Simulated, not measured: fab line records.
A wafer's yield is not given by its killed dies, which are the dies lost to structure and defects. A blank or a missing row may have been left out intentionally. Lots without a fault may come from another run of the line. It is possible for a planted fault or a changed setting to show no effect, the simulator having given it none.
Chamber matching | flow n5 finfet | N5_BEOL_M4_ALD_98 on ald sin-02: 4 sister chambers
The step deposits SiO2, target thk 2.5 nm, pulse time 1 s, co reactant pulse time 1 s. 4 wafers are shown with their chamber, then 10 later ones without.

## WAFERS PAIRED WITH THEIR CHAMBERS
wafer  | chamber | heater power w (W)
L089.1 | 3       | 82
L089.2 | 2       | 65
L089.4 | 1       | 97
L089.5 | 0       | 82

## WAFERS WITH NO CHAMBER GIVEN
wafer  | heater power w (W)
L089.6 | 82
L090.3 | 83
L090.4 | 67
L090.6 | 85
L093.4 | 96
L093.5 | 66
L093.6 | 95
L096.1 | 68
L096.2 | 95
L096.4 | 83

## EACH ONE'S CHAMBER
wafer  | from the rows above     | in truth
L089.6 | can't be placed: 0 or 3 | 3
L090.3 | can't be placed: 0 or 3 | 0
L090.4 | 2                       | 2
L090.6 | can't be placed: 0 or 3 | 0
L093.4 | 1                       | 1
L093.5 | 2                       | 2
L093.6 | 1                       | 1
L096.1 | 2                       | 2
L096.2 | 1                       | 1
L096.4 | can't be placed: 0 or 3 | 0
Correctly placed: 6 of 10. Unplaceable from these rows: 4, with the true chamber sitting among the candidates in 4. Placed wrongly: 0.
How it was worked out, from the rows above alone: a wafer's distance from a chamber is the root of the sum, over the readings, of the square of ((its reading less the chamber's mean) divided by the reading's scatter). The wafer belongs to the nearest chamber; if the next one is less than 2 further off, it can't be placed. Each chamber's mean is taken over the wafers shown for it. The scatter: with one shown wafer a chamber, the root of the mean of the squares of how far each hidden wafer lies from its nearest shown one.
